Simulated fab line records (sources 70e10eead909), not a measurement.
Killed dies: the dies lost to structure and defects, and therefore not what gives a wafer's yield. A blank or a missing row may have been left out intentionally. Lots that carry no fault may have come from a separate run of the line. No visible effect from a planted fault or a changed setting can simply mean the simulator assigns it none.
Which tool did it? ; flow nand_harc ; Sampling: 15 lots, 44 wafers, 4 of 1159 route steps

## WHAT THE GAUGES SHOWED, per wafer
NHARC_END_SORT_01.
lot;measured;on;killed_at_array;killed_at_other;killed_at_periphery;killed_dies;killed_open;killed_short
L448;day 21 14:41;prober-01;12 21 15;0 0 0;2 3 4;14 24 19;3 6 2;0 3 0
L452;day 22 09:53;prober-02;35 31 251;1 3 0;6 7 5;42 41 256;8 6 3;3 2 1
L454;day 22 02:00;prober-02;34 207;3 4;6 1;43 212;1 0;3 3
L455;day 24 01:09;prober-02;46 136 48;1 1 1;4 0 0;51 137 49;4 1 1;3 1 2

## EACH LOT AND THE TOOL THAT RAN IT (in order: tool; ch and the chambers of the sampled wafers; start)
lot;NHARC_A_CONTACT_DEP_57;NHARC_THIN_TSV_DEP_43;NHARC_THIN_TSV_DEP_47
L441;acl_dep-01 ch 0, day 16 16:47;pecvd-01 ch 1,2, day 19 00:46;pecvd-01 ch 0,2, day 19 03:28
L440;acl_dep-02 ch 0, day 16 18:10;pecvd-03 ch 0,2, day 19 01:52;pecvd-03 ch 0,1, day 19 04:35
L442;acl_dep-02 ch 0, day 17 03:13;pecvd-02 ch 1,2, day 19 03:07;pecvd-02 ch 0,1,2, day 19 05:44
L443;acl_dep-03 ch 0, day 17 05:01;pecvd-01 ch 0,1,2, day 19 04:25;pecvd-03 ch 0,1,2, day 19 07:01
L444;acl_dep-02 ch 0, day 17 12:21;pecvd-02 ch 0,1, day 19 20:41;pecvd-01 ch 0,1, day 19 23:25
L445;acl_dep-01 ch 0, day 17 17:06;pecvd-01 ch 0,1, day 19 21:57;pecvd-02 ch 0,2, day 20 01:07
L446;acl_dep-01 ch 0, day 18 05:55;pecvd-01 ch 1,2, day 20 06:34;pecvd-03 ch 1,2, day 20 09:07
L447;acl_dep-02 ch 0, day 18 09:49;pecvd-02 ch 1,2, day 20 05:22;pecvd-02 ch 0,1,2, day 20 08:02
L448;acl_dep-03 ch 0, day 18 22:17;pecvd-01 ch 0,2, day 20 22:43;pecvd-01 ch 0,2, day 21 01:43
L449;acl_dep-03 ch 0, day 19 00:02;pecvd-02 ch 0,1, day 20 23:55;pecvd-02 ch 0,1, day 21 02:52
L451;acl_dep-03 ch 0, day 19 03:36;pecvd-02 ch 1,2, day 21 10:16;pecvd-03 ch 0,1,2, day 21 13:07
L452;acl_dep-03 ch 0, day 19 10:27;pecvd-02 ch 2, day 21 11:28;pecvd-03 ch 0,2, day 21 14:11
L454;acl_dep-03 ch 0, day 19 13:25;pecvd-01 ch 0,2, day 21 12:36;pecvd-02 ch 1,2, day 21 15:18
L455;acl_dep-03 ch 0, day 21 02:32;pecvd-02 ch 1,2, day 23 07:17;pecvd-01 ch 0,1,2, day 23 09:55
L463;acl_dep-02 ch 0, day 22 13:07;pecvd-03 ch 0,2, day 24 15:08;pecvd-02 ch 0,1,2, day 24 17:51
- NHARC_A_CONTACT_DEP_57: deposits aC, target thk 2800 nm.
- NHARC_THIN_TSV_DEP_43: deposits SiO2, target thk 1328.5 nm.
- NHARC_THIN_TSV_DEP_47: deposits SiO2, target thk 200 nm.

## AS READ BY THE TOOLS THEMSELVES (means over the sampled wafers that have a number; for cases with no such wafer, the mark the record gives instead)
NHARC_A_CONTACT_DEP_57.
lot;tool;throttle_valve_pct (%)
L441;acl_dep-01;34.990
L440;acl_dep-02;35.002
L442;acl_dep-02;35.000
L443;acl_dep-03;34.995
L444;acl_dep-02;35.002
L445;acl_dep-01;34.993
L446;acl_dep-01;35.003
L447;acl_dep-02;35.014
L448;acl_dep-03;34.999
L449;acl_dep-03;35.001
L451;acl_dep-03;35.005
L452;acl_dep-03;35.000
L454;acl_dep-03;35.010
L455;acl_dep-03;35.006
L463;acl_dep-02;35.004

NHARC_THIN_TSV_DEP_43.
lot;tool;throttle_valve_pct (%)
L441;pecvd-01;15.5
L440;pecvd-03;16.1
L442;pecvd-02;16.6
L443;pecvd-01;15.7
L444;pecvd-02;16.1
L445;pecvd-01;15.3
L446;pecvd-01;15.2
L447;pecvd-02;16.3
L448;pecvd-01;16.0
L449;pecvd-02;15.8
L451;pecvd-02;16.4
L452;pecvd-02;16.4
L454;pecvd-01;16.0
L455;pecvd-02;16.2
L463;pecvd-03;15.7

NHARC_THIN_TSV_DEP_47.
lot;tool;throttle_valve_pct (%)
L441;pecvd-01;15.6
L440;pecvd-03;16.8
L442;pecvd-02;16.1
L443;pecvd-03;16.5
L444;pecvd-01;15.5
L445;pecvd-02;15.8
L446;pecvd-03;16.1
L447;pecvd-02;16.2
L448;pecvd-01;15.7
L449;pecvd-02;16.1
L451;pecvd-03;16.1
L452;pecvd-03;16.4
L454;pecvd-02;16.6
L455;pecvd-01;15.7
L463;pecvd-02;16.0

## THE ANSWER, worked out from the rows above alone
Rule: usual is defined by the lots themselves. Put in order of their means at a reading, lots are off if they are a third of the lots or fewer, leave a main group of 4 or more, and stand apart from it by a gap of 3 or more times the standard deviation of the main group's means; of several such gaps the widest counts. Not used: any main group whose means are identical at the precision the tables above print for the reading. A lot without any number at a reading at which 4 lots or more have one is off too. All remaining lots with rows at the step are treated as sound. After the gauges, taken in route order, come the tools' own readings; for these a lot's mean is taken, as printed above. At the first step where some lot is off, the reading lying furthest off is the one used; lots without a number count as furthest.
None of the lots is off at any reading shown; this tells nothing.

## WHAT HAD BEEN PUT IN BY THE SIMULATOR
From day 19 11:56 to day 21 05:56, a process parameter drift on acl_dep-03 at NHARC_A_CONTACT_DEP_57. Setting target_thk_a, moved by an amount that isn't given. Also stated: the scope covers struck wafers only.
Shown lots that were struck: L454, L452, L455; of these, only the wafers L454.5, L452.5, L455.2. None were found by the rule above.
